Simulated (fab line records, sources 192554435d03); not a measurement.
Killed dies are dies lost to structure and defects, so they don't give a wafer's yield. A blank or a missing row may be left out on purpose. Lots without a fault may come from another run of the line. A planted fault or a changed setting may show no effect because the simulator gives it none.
Split-lot experiment | flow n5_finfet | 7 lots, 39 wafers read, on a route of 1938 steps

THE SPLIT
At N5_SD_EPI_N_ETCH_45 (etches SiOCN in CH3F/O2, target depth 6 nm), the setting target_depth_a was moved away from the recipe's 60 angstrom on 15 of the 39 wafers read, by -53.8% to +29.0%. The other wafers ran this setting at the recipe's value.

The reading is taken at the split's own step.

THE READING
etch.depth_nm (the simulator's own value, which no gauge read), in nm, at N5_SD_EPI_N_ETCH_45 (etches SiOCN in CH3F/O2, target depth 6 nm). The file gives no usual value for it. The 24 wafers here that ran the recipe average 6.043 nm, standard deviation 0.088 nm.

wafer  | tool, chamber at the split | target_depth_a as run, angstrom | against the recipe | etch.depth_nm, nm | against lot-mates on the recipe
L076.1 | rie_diel-02, 0             | 32.21                           | -46.3%             | 3.215             | -2.742
L076.2 | rie_diel-02, 1             | 60                              | recipe             | 6.045             | -
L076.3 | rie_diel-02, 3             | 60                              | recipe             | 5.887             | -
L076.4 | rie_diel-02, 2             | 32.21                           | -46.3%             | 3.198             | -2.759
L076.5 | rie_diel-02, 2             | 32.21                           | -46.3%             | 3.168             | -2.789
L076.6 | rie_diel-02, 3             | 60                              | recipe             | 5.938             | -
L078.1 | rie_diel-04, 0             | 60                              | recipe             | 6.095             | -
L078.2 | rie_diel-04, 2             | 27.69                           | -53.8%             | 2.786             | -3.297
L078.3 | rie_diel-04, 3             | 60                              | recipe             | 6.012             | -
L078.4 | rie_diel-04, 3,0           | 27.69                           | -53.8%             | 2.787             | -3.296
L078.5 | rie_diel-04, 3,0           | 27.69                           | -53.8%             | 2.787             | -3.296
L078.6 | rie_diel-04, 2             | 60                              | recipe             | 6.143             | -
L084.1 | rie_diel-04, 0             | 60                              | recipe             | 6.132             | -
L084.2 | rie_diel-04, 3             | 60                              | recipe             | 6.056             | -
L084.6 | rie_diel-04, 0             | 60                              | recipe             | 6.145             | -
L087.1 | rie_diel-02, 2             | 77.38                           | +29.0%             | 7.548             | +1.568
L087.2 | rie_diel-02, 0             | 60                              | recipe             | 5.951             | -
L087.3 | rie_diel-02, 1             | 77.38                           | +29.0%             | 7.737             | +1.757
L087.4 | rie_diel-02, 2             | 77.38                           | +29.0%             | 7.575             | +1.595
L087.5 | rie_diel-02, 1             | 60                              | recipe             | 6.002             | -
L087.6 | rie_diel-02, 0             | 60                              | recipe             | 5.988             | -
L093.1 | rie_diel-04, 1             | 60                              | recipe             | 6.194             | -
L093.2 | rie_diel-04, 3             | 60                              | recipe             | 5.938             | -
L093.3 | rie_diel-04, 2             | 43.04                           | -28.3%             | 4.333             | -1.755
L093.4 | rie_diel-04, 3             | 43.04                           | -28.3%             | 4.282             | -1.806
L093.5 | rie_diel-04, 1             | 60                              | recipe             | 6.131             | -
L093.6 | rie_diel-04, 2             | 43.04                           | -28.3%             | 4.337             | -1.751
L096.1 | rie_diel-04, 3             | 60                              | recipe             | 6.02              | -
L096.2 | rie_diel-04, 2             | 45.1                            | -24.8%             | 4.549             | -1.528
L096.3 | rie_diel-04, 1             | 60                              | recipe             | 6.191             | -
L096.4 | rie_diel-04, 1             | 45.1                            | -24.8%             | 4.69              | -1.387
L096.5 | rie_diel-04, 3             | 60                              | recipe             | 6.019             | -
L096.6 | rie_diel-04, 2             | 45.1                            | -24.8%             | 4.582             | -1.495
L097.1 | rie_diel-04, 2             | 60                              | recipe             | 5.991             | -
L097.2 | rie_diel-04, 0             | 60                              | recipe             | 6.099             | -
L097.3 | rie_diel-04, 3             | 60                              | recipe             | 5.968             | -
L097.4 | rie_diel-04, 1             | 60                              | recipe             | 6.161             | -
L097.5 | rie_diel-04, 3             | 60                              | recipe             | 5.957             | -
L097.6 | rie_diel-04, 2             | 60                              | recipe             | 5.961             | -
Where a row lists several chambers, the file gives one row for several wafers and doesn't say which wafer went through which chamber.

THE FIT
A straight line over all 39 wafers: etch.depth_nm changes by +0.0595 nm for each +1% of target_depth_a; r = +1.00; the points scatter about the line by 0.091 nm.
The same after taking each lot's own level away (the mean of its wafers on the recipe; 39 wafers): +0.0599 nm for each +1%; r = +1.00; scatter 0.075 nm.
On that fit, the largest move of target_depth_a shifts the reading by 3.2 nm.
The lots' own levels span 5.9567 to 6.1110 nm, that is 1.8 times the standard deviation above.
So the lot-to-lot level changes the slope little: the two slopes agree.
Check: with one of the wafers moved furthest among these (-53.8%) left out of the fit, the line predicts -3.24 nm for it against its lot-mates. It came out at -3.3 nm against them.

OTHER SPLITS ON THESE WAFERS
These wafers also went through other splits before the reading. Each is held against what the fit with the lots' levels taken away leaves over:
other split on the same wafers | wafers away from the commonest value | r with etch.depth_nm (lot level and that fit taken away)
N5_FIN_SAQP_ALD_61 ald_cycles  | 12                                   | +0.15

THE FILE'S OWN FIT
etch.depth_nm changes by +0.0602 nm for each +1% of target_depth_a, r = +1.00.
